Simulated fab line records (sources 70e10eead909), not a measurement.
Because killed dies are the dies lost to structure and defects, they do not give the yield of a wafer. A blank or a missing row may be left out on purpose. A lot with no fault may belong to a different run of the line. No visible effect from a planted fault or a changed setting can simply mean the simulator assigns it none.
A lot that was struck, set against a sound lot    flow nand harc    15 steps out of a route of 1302
Sound: these wafers, L386.1, L386.4, L386.5. Struck: wafers L392.3, L392.5 (left out: L392.1, a lot-mate that was not struck); the cause follows at the end.
Order at every step that has rows: each side's tool, ch and its chambers, its first start. Under that, the readings that differ: sound wafers    struck wafers    difference of the means    sigmas: that difference in standard deviations of wafers without a fault.
alike: words and numbers the same on both sides, and readings whose means are apart by under 2 such deviations; not compared: readings that were withheld, readings missing a value for some wafer, numbers with overlapping values and no deviation given by the record, and bounds like >300 which may hide the same value.
Wherever a step has rows on one side only, a row that says differs or no value, or a row with sigmas, the two part there. Numbers that don't overlap but have no deviation are shown without sigmas and don't part them. A reading that every wafer of one side lacks parts them only if that side has two wafers or more.

NHARC_THIN_TSV_DEP_43: deposits SiO2, target thk 1328.5 nm.
  sound on pecvd-01 ch 1,2, day 25 01:36; struck on pecvd-02 ch 0,2, day 26 17:32
  alike: mfc precursor sccm, throttle valve pct
  not compared: since wet clean h
then, 8 steps without rows for these wafers: NHARC_THIN_TSV_DEHYDRATE_04 (time 120 s); NHARC_THIN_TSV_HMDS_05 (time 30 s); NHARC_THIN_TSV_COAT_06; NHARC_THIN_TSV_SOFTBAKE_07 (time 95 s); NHARC_THIN_TSV_EBR_08; NHARC_THIN_TSV_EXPOSE_09 (exposes mask TSV); NHARC_THIN_TSV_PEB_10 (peb time 85 s); NHARC_THIN_TSV_DEVELOP_11 (time 70 s).
NHARC_THIN_TSV_CD_MEAS_12: target cd 1000 nm.
  sound on cd sem-03 ch 0, day 25 02:20; struck on cd sem-02 ch 0, day 26 18:22
  alike: cd nm
then, 1 step without rows for these wafers: NHARC_THIN_TSV_HARDBAKE_13 (time 80 s).
NHARC_THIN_TSV_DESCUM_14: chemistry O2, time 3 s.
  sound on rie diel-11 ch 0,1,3, day 25 02:31; struck on rie diel-07 ch 0,2, day 26 18:32
  alike: drypump motor current A, oes product au, rf vpp V, showerhead plenum p Torr, throttle valve pct
  not compared: rf hours counter h
NHARC_THIN_TSV_ETCH_44: etches the open film in CF4/O2, target depth 1594.2 nm, time 797.1 s.
  sound on rie diel-11 ch 1,2,3, day 25 02:42; struck on rie diel-07 ch 0, day 26 18:37
reading                sound              struck       difference  sigmas
bias w (W)             802.1 804.1 801.7  801.4 793.2  -5.3        -2
oes product au (a.u.)  1.002 1.005 1.005  0.748 0.751  -0.254      -35
rf fwd power W (W)     299.3 297.7 299.9  180.2 179.8  -119.0      -99 or more
  alike: drypump motor current A, rf vpp V, showerhead plenum p Torr, throttle valve pct
  not compared: rf hours counter h
NHARC_THIN_TSV_ETCH_15: target depth 3000 nm, bosch target overetch cycles 2, bosch etch step 2.8 s.
  sound on rie si-04 ch 1,2,3, day 25 03:10; struck on rie si-04 ch 0,2, day 26 19:13
  alike: drypump motor current A
  not compared: rf hours counter h
NHARC_END_SORT_01:
  only the struck wafers appear in the record here, on prober-02 ch 0 at day 27 10:56; the sound ones have no rows

## WHERE THEY PART
At NHARC_THIN_TSV_ETCH_44 first; at NHARC_END_SORT_01 last (within this record only).

WHY: whatever the simulator had introduced
rie diel-07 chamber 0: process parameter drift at NHARC_THIN_TSV_ETCH_44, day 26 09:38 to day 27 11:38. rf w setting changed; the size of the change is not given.
